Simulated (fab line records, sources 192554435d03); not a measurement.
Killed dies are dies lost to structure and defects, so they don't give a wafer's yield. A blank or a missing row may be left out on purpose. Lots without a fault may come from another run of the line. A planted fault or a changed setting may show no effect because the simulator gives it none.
fab line records | flow n5_finfet | part 2 of 2: steps 5 to 6 of 6
record lots=24 wafers=72 last_day=21
route steps=1938 shown HKMG_FIN@433 GATE_CUT@488 MOL_CONTACT_COAG@560
lots that met no fault: from a run of the same line without faults
start_h: hours from the record's first day to the start of the lot's first wafer shown | wait_h: hours since the lot's step before | " the same as in the row above | L1.1+2: a row that stands for several wafers | - no value, or no start given | * or withheld: withheld | < > ~ a bound
route shown NAME@n: a module of which the file shows steps, and the number in the route of the first | usual: mean/standard deviation of fault-free wafers | same: alike in all rows | chamber/n: place in a boat | sites: the reading at each site | _std_site: their standard deviation | _edge_site: outer sites' mean less inner sites' | radius_mm: how far each site lies from the wafer's centre | mask NAME#n: copy n | behind: the tool/chamber that last shaped the wafer | hold: why the lot was held/for how many hours/how that ended | device: the transistor (n, p or np) that didn't switch | end of line: the same wafers' tests at the end of the route | a step without rows: its recipe alone | killed: dies lost to structure and defects at the first sort, not the wafer's yield | map: a wafer's dies, x killed, . not, _ none there
set.NAME: the setting as run; set.NAME@STEP: as run at that earlier step | model.NAME: the simulator's own value behind a step, which no gauge read
steps of the route over a sample of lots; a table a step, a row a wafer
services: from which hour (start_h, from the record's first day; less than 0 if before it) a tool's chamber was out of use, for how many hours, and why
## steps
# step N5_GATE_CUT_STRIP_21
# recipe chemistry=N2/H2 time_s=30 power_w=1000 temp_c=250 pressure_mtorr=withheld n2_flow_sccm=1750 h2_flow_sccm=3250
# usual drypump_motor_current_A=5.55/0.2 h2_flow_sccm=3250/9.9 heater_power_w=321/39
# columns lot.wafer tool chamber start_h wait_h drypump_motor_current_A h2_flow_sccm heater_power_w rf_hours_counter_h
L074.3 plasma_asher-01 0 85.15 0.1 5.33 3253 278 -
L074.4 " 1 " " 5.54 3253 371 -
L074.6 " 1 " " 5.55 3253 376 -
L075.1 plasma_asher-02 0 89.88 0.0 5.64 3252 318 40
L075.3 " 1 " " 5.84 3246 311 -
L075.6 " 0 " " 5.66 3250 313 -
L076.1 plasma_asher-02 1 96.03 0.0 5.84 3254 305 40
L076.4 " 0 " " 5.64 3256 318 -
L076.6 " 0 " " 5.65 3247 314 -
L077.3 plasma_asher-01 1 104.88 0.1 5.54 3243 373 -
L077.5 " 1 " " 5.52 3232 376 -
L077.6 " 0 " " 5.28 3235 279 -
L078.2 plasma_asher-02 0 112.98 0.0 5.63 3250 314 44
L078.4 " 1 " " 5.84 3256 313 -
L078.6 " 1 " " 5.84 3262 312 -
L079.2 plasma_asher-01 1 120.40 0.3 5.52 3244 382 102
L079.3 " 1 " " 5.56 3231 378 -
L079.4 " 0 " " 5.29 3252 277 -
L080.2 plasma_asher-02 0 128.48 0.0 5.63 3239 312 44
L080.3 " 0 " " 5.65 3240 306 -
L080.5 " 1 " " 5.84 3271 299 -
L081.1 plasma_asher-02 1 134.90 0.0 5.85 3259 318 46
L081.2 " 0 " " 5.60 3255 311 46
L081.5 " 1 " " 5.85 3250 315 -
L082.2 plasma_asher-02 1 137.14 0.0 5.86 3257 313 46
L082.5 " 1 " " 5.84 3258 303 -
L082.6 " 0 " " 5.62 3254 311 -
L083.2 plasma_asher-01 1 139.52 0.0 5.55 3246 371 108
L083.3 " 1 " " 5.52 3259 389 -
L083.4 " 0 " " 5.31 3248 281 -
L084.2 plasma_asher-01 1 145.29 0.0 5.53 3232 373 109
L084.4 " 0 " " 5.30 3266 279 -
L084.5 " 0 " " 5.27 3248 280 -
L085.1 plasma_asher-01 1 148.99 0.0 5.56 3241 382 110
L085.2 " 0 " " 5.29 3241 278 110
L085.3 " 0 " " 5.30 3254 280 -
L086.3 plasma_asher-02 1 155.61 0.1 5.85 3234 317 -
L086.4 " 0 " " 5.64 3246 311 -
L086.5 " 0 " " 5.62 3242 312 -
L087.2 plasma_asher-01 1 161.20 0.0 5.52 3269 383 113
L087.3 " 0 " " 5.30 3249 284 -
L087.5 " 1 " " 5.52 3256 373 -
L088.3 plasma_asher-02 1 166.24 0.1 5.83 3247 310 -
L088.5 " 1 " " 5.82 3248 315 -
L088.6 " 0 " " 5.66 3247 316 -
L089.2 plasma_asher-01 1 171.70 0.0 5.53 3255 383 114
L089.4 " 1 " " 5.53 3234 373 -
L089.6 " 1 " " 5.55 3250 382 -
L090.2 plasma_asher-01 0 178.22 0.0 5.27 3240 280 115
L090.4 " 0 " " 5.25 3239 275 -
L090.5 " 0 " " 5.26 3239 273 -
L091.1 plasma_asher-01 0 184.41 0.0 5.28 3238 273 116
L091.2 " 1 " " 5.51 3253 374 116
L091.4 " 0 " " 5.29 3234 277 -
L092.1 plasma_asher-02 1 195.70 0.0 5.83 3248 314 56
L092.4 " 1 " " 5.84 3251 318 -
L092.6 " 0 " " 5.63 3232 319 -
L093.1 plasma_asher-01 1 197.44 0.0 5.53 3275 368 118
L093.5 " 0 " " 5.29 3267 271 -
L093.6 " 1 " " 5.54 3268 381 -
L094.2 plasma_asher-02 0 209.07 0.1 5.65 3245 318 58
L094.3 " 1 " " 5.87 3259 306 -
L094.4 " 0 " " 5.65 3246 313 -
L095.2 plasma_asher-01 0 211.22 0.1 5.28 3244 283 121
L095.3 " 1 " " 5.52 3238 391 -
L095.5 " 0 " " 5.29 3252 279 -
L096.2 plasma_asher-01 0 216.18 0.1 5.28 3244 281 122
L096.3 " 1 " " 5.55 3269 379 -
L096.4 " 0 " " 5.27 3242 276 -
L097.1 plasma_asher-01 1 222.83 0.1 5.54 3250 373 123
L097.2 " 0 " " 5.30 3254 283 123
L097.4 " 0 " " 5.29 3257 278 -
# step N5_MOL_CONTACT_COAG_CMP_28
# recipe stop_on=SiNx t_overpolish_s=0.85 post_cmp_clean=alkaline_brush down_force_psi=4.15 platen_rpm=51.8 pad_velocity_m_s=1.0307 target_thk_nm=14.522
# usual motor_current_A=12.6/1.1 time_to_endpoint_s=5.6/2.7
# columns lot.wafer tool chamber start_h wait_h motor_current_A time_to_endpoint_s
L074.4 cmp-04 1 98.11 0.8 11.7 0.7
L074.3 " 3 " " 11.9 6.1
L074.6 " 1 " " 13.0 0.0
L075.1 cmp-03 3 101.08 0.8 12.8 10.6
L075.3 " 0 " " 12.5 10.6
L075.6 " 3 " " 12.9 10.2
L076.4 cmp-02 1 106.95 0.8 13.2 7.5
L076.1 " 0 " " 13.2 8.0
L076.6 " 2 " " 13.7 2.3
L077.3 cmp-02 0 118.48 0.9 13.5 7.5
L077.6 " 1 " " 13.2 5.7
L077.5 " 2 " " 12.8 0.0
L078.4 cmp-03 3 124.18 0.8 13.2 6.6
L078.2 " 1 " " 10.1 6.7
L078.6 " 0 " " 11.3 7.3
L079.2 cmp-02 1 132.29 0.8 13.9 5.7
L079.3 " 2 " " 13.3 2.8
L079.4 " 0 " " 13.8 7.8
L080.2 cmp-04 2 142.19 0.9 12.6 3.6
L080.3 " 3 " " 12.8 5.1
L080.5 " 0 " " 13.6 4.7
L081.2 cmp-02 1 145.81 0.8 14.7 5.7
L081.1 " 3 " " 12.2 2.8
L081.5 " 1 " " 14.3 3.8
L082.2 cmp-04 3 149.11 0.8 12.7 10.0
L082.6 " 2 " " 12.2 5.3
L082.5 " 3 " " 11.5 5.4
L083.3 cmp-02 3 153.03 0.8 12.9 2.7
L083.4 " 0 " " 13.7 7.2
L083.2 " 1 " " 12.9 3.4
L084.2 cmp-04 0 156.87 0.8 11.7 9.6
L084.4 " 2 " " 12.1 3.5
L084.5 " 3 " " 12.7 7.6
L085.2 cmp-04 2 160.99 0.8 12.6 7.5
L085.3 " 3 " " 13.2 8.1
L085.1 " 0 " " 13.7 7.1
L086.3 cmp-02 1 168.56 0.8 13.8 4.6
L086.4 " 3 " " 12.8 1.9
L086.5 " 2 " " 12.5 2.5
L087.3 cmp-03 1 174.67 0.8 11.9 6.6
L087.2 " 3 " " 12.2 4.6
L087.5 " 2 " " 10.4 5.3
L088.3 cmp-04 2 176.84 0.9 12.1 4.2
L088.5 " 0 " " 13.0 4.7
L088.6 " 1 " " 12.4 0.0
L089.2 cmp-02 1 185.15 0.8 14.0 2.3
L089.4 " 2 " " 13.4 1.9
L089.6 " 1 " " 13.8 4.9
L090.2 cmp-02 0 188.41 0.8 13.3 6.4
L090.4 " 3 " " 12.5 3.5
L090.5 " 0 " " 13.1 6.6
L091.2 cmp-02 1 197.10 0.8 13.9 8.2
L091.1 " 2 " " 13.0 0.5
L091.4 " 0 " " 13.3 4.5
L092.1 cmp-03 0 207.11 0.8 11.9 8.5
L092.4 " 2 " " 10.5 7.3
L092.6 " 1 " " 11.4 7.2
L093.1 cmp-02 1 209.34 0.8 14.3 5.1
L093.6 " 1 " " 13.3 4.3
L093.5 " 2 " " 13.2 5.4
L094.3 cmp-03 0 222.48 0.8 12.0 8.0
L094.2 " 1 " " 12.0 7.7
L094.4 " 2 " " 10.5 7.2
L095.2 cmp-03 2 224.02 0.8 10.6 8.4
L095.3 " 3 " " 12.5 8.6
L095.5 " 2 " " 10.5 5.1
L096.2 cmp-03 1 227.29 0.8 11.6 2.9
L096.3 " 3 " " 11.9 9.5
L096.4 " 0 " " 12.4 5.8
L097.2 cmp-03 1 237.88 0.8 11.3 6.0
L097.1 " 2 " " 10.5 8.7
L097.4 " 3 " " 11.8 7.3
## services
# columns tool chamber start_h hours kind
rie_diel-02 0 58.65 9.9 repair
cmp-03 - 70.51 3.6 repair
cmp-02 - 94.13 2.5 repair
rie_metal-01 - 104.04 2.8 pm
rie_diel-06 - 105.21 0.6 repair
plasma_asher-01 - 106.04 2.8 pm
rie_diel-01 1 110.94 3.2 repair
plasma_asher-02 - 115.22 13.2 repair
cmp-04 - 122.74 6.0 pm
rie_diel-01 - 123.84 1.0 repair
rie_diel-02 1 124.87 2.3 repair
rie_diel-04 0 130.04 8.7 repair
cmp-02 - 145.23 0.3 repair
rie_diel-01 - 147.93 0.5 repair
cmp-02 - 160.85 4.0 pm
rie_diel-05 - 177.06 2.8 pm
rie_diel-05 - 188.93 0.2 repair
rie_metal-02 0 195.10 26.1 repair
rie_diel-01 0 208.40 5.3 repair
rie_diel-05 - 208.65 0.6 repair
rie_diel-01 3 226.33 4.3 repair
cmp-02 - 227.89 4.8 pm
rie_metal-02 - 229.43 0.2 repair
rie_diel-05 1 232.14 1.4 repair
